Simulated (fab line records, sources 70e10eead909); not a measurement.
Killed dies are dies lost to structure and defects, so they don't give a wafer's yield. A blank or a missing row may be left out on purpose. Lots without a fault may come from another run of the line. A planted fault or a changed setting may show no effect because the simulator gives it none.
A struck lot beside a sound one | flow nand_harc | 15 steps out of a route of 1302
Sound: wafers L167.2, L167.4, L167.6. Struck: wafer L180.5. (L180.3, L180.6 of the same lot were not struck and are left out.) The cause comes at the end.
At each step with rows: each side's tool, then ch and its chambers, then its first start. Under that, the readings that differ: sound wafers | struck wafers | difference of the means | sigmas: that difference in standard deviations of wafers without a fault.
alike: readings whose means differ by less than 2 such deviations, and words and numbers that are the same on both sides. not compared: withheld readings, readings that some wafer has no value for, bounds like >300 that may hide the same value, and numbers for which the record gives no deviation and whose values overlap.
The two part at a step that has a row with sigmas, a row that says differs or no value, or rows on one side only. Numbers that don't overlap but have no deviation are shown without sigmas and don't part them. A reading that every wafer of one side lacks parts them only if that side has two wafers or more.

first, 8 steps without rows for these wafers: NHARC_A_M1_HMDS_02 (time 30 s); NHARC_A_M1_COAT_34 (time 65 s); NHARC_A_M1_COAT_03 (resist thk 90 nm); NHARC_A_M1_SOFTBAKE_04 (time 55 s); NHARC_A_M1_EBR_05; NHARC_A_M1_EXPOSE_06 (exposes mask A M1, target cd 120 nm); NHARC_A_M1_PEB_07 (peb time 65 s); NHARC_A_M1_DEVELOP_08 (develop time 35 s).
NHARC_A_M1_CD_MEAS_09: target cd 120 nm.
  sound on cd_sem-02 ch 0, day 25 07:43; struck on cd_sem-01 ch 0, day 30 14:32
  alike: cd_nm
NHARC_A_M1_OVL_MEAS_10: pitch 240 nm.
  sound on overlay-01, day 25 07:48; struck on overlay-01, day 30 14:37
  alike: overlay_x_nm, overlay_y_nm
NHARC_A_M1_INSPECT_11:
  sound on defect_inspect-02, day 25 07:50; struck on defect_inspect-02, day 30 14:39
  reading          | sound       | struck | difference | sigmas
  raw_defect_count | 137 124 105 | 29     | -93        | -3
NHARC_A_M1_DESCUM_14: chemistry O2, time 3 s.
  sound on rie_diel-06 ch 0,1, day 25 07:53; struck on rie_diel-06 ch 0, day 30 14:44
  reading                        | sound             | struck | difference | sigmas
  chamber_pressure_mTorr (mTorr) | 59.99 59.89 60.02 | 60.08  | +0.11      | +2
  alike: drypump_motor_current_A, oes_product_au, rf_vpp_V, showerhead_plenum_p_Torr, throttle_valve_pct
  not compared: rf_hours_counter_h
NHARC_A_M1_ETCH_35: etches the open film in N2/H2, target depth 40 nm, overetch 12 nm, time 43.94 s.
  sound on rie_diel-06 ch 0,1,3, day 25 07:59; struck on rie_diel-06 ch 2, day 30 14:48
  reading               | sound             | struck | difference | sigmas
  oes_product_au (a.u.) | 0.996 1.027 1.009 | 0.856  | -0.155     | -16
  alike: chamber_pressure_mTorr, drypump_motor_current_A, rf_fwd_power_W, rf_vpp_V, showerhead_plenum_p_Torr, throttle_valve_pct
  not compared: rf_hours_counter_h
NHARC_A_M1_ETCH_15: etches the open film in C4F8/Ar, target depth 182.5 nm, time 91.2 s.
  sound on rie_diel-06 ch 0,3; struck on rie_diel-06 ch 1
  reading               | sound             | struck | difference | sigmas
  oes_product_au (a.u.) | 0.914 0.940 0.929 | 0.976  | +0.048     | +2
  alike: chamber_pressure_mTorr, rf_fwd_power_W, rf_vpp_V
  not compared: rf_hours_counter_h
NHARC_END_SORT_01:
  sound on prober-01 ch 0, day 26 19:50; struck on prober-02 ch 0, day 32 04:39
  reading                  | sound          | struck | difference | sigmas
  defect_limited_yield (%) | 88.3 89.5 87.3 | 94.1   | +5.7       | +2
  killed_dies              | 79 71 86       | 40     | -39        | -2
  killed_short             | 0 4 5          | 8      | +5         | +3
  alike: killed_at_array, killed_at_other, killed_at_periphery, killed_open

WHERE THEY PART
First at NHARC_A_M1_INSPECT_11; last, within this record, at NHARC_END_SORT_01.

WHY: what the simulator had put in
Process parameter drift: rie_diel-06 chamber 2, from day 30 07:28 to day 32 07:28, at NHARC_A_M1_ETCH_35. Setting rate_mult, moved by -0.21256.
